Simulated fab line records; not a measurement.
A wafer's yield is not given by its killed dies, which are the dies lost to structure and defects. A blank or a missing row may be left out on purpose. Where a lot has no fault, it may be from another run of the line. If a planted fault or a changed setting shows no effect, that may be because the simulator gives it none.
Matching of chambers    flow n5 finfet    4 sister chambers for N5_BEOL_M10_ETCH_61 on rie diel-06
The step etches SiARC in CF4, target depth 39 nm, time 65 s. 8 wafers are shown with their chamber, then 9 later ones without.

## WAFERS WITH THEIR CHAMBER
wafer   chamber  drypump motor current A (A)  throttle valve pct (%)
L080.3  2        5.4                          15.39
L083.5  3        4.8                          15.16
L090.1  0        5.3                          15.95
L090.2  1        6.5                          15.13
L090.6  2        5.4                          15.47
L091.2  0        5.3                          15.94
L091.3  1        6.4                          15.13
L091.4  3        4.8                          15.20

## WAFERS MISSING THEIR CHAMBER
wafer   drypump motor current A (A)  throttle valve pct (%)
L092.2  4.8                          15.21
L092.4  5.3                          15.97
L092.6  6.5                          15.13
L095.1  5.3                          15.95
L095.2  6.5                          15.15
L095.4  4.8                          15.23
L097.1  5.4                          15.46
L097.4  4.8                          15.25
L097.5  5.4                          15.47

## EACH ONE'S CHAMBER
wafer   from the rows above  in truth
L092.2  3                    3
L092.4  0                    0
L092.6  1                    1
L095.1  0                    0
L095.2  1                    1
L095.4  3                    3
L097.1  2                    2
L097.4  3                    3
L097.5  2                    2
Correctly placed: 9 of 9. From these rows, 0 cannot be placed. Wrongly placed: 0.
How it was worked out, from the rows above alone: a wafer's distance from a chamber is the root of the sum, over the readings, of the square of ((its reading less the chamber's mean) divided by the reading's scatter). If the next closest chamber is less than 2 further off than the closest, the wafer can't be placed; otherwise it belongs to the closest. For every chamber, the mean is computed from those of its wafers that are shown. The scatter is the square root of a quotient: the sum, over the shown wafers, of each reading's squared deviation from its chamber's mean, divided by wafers minus chambers.
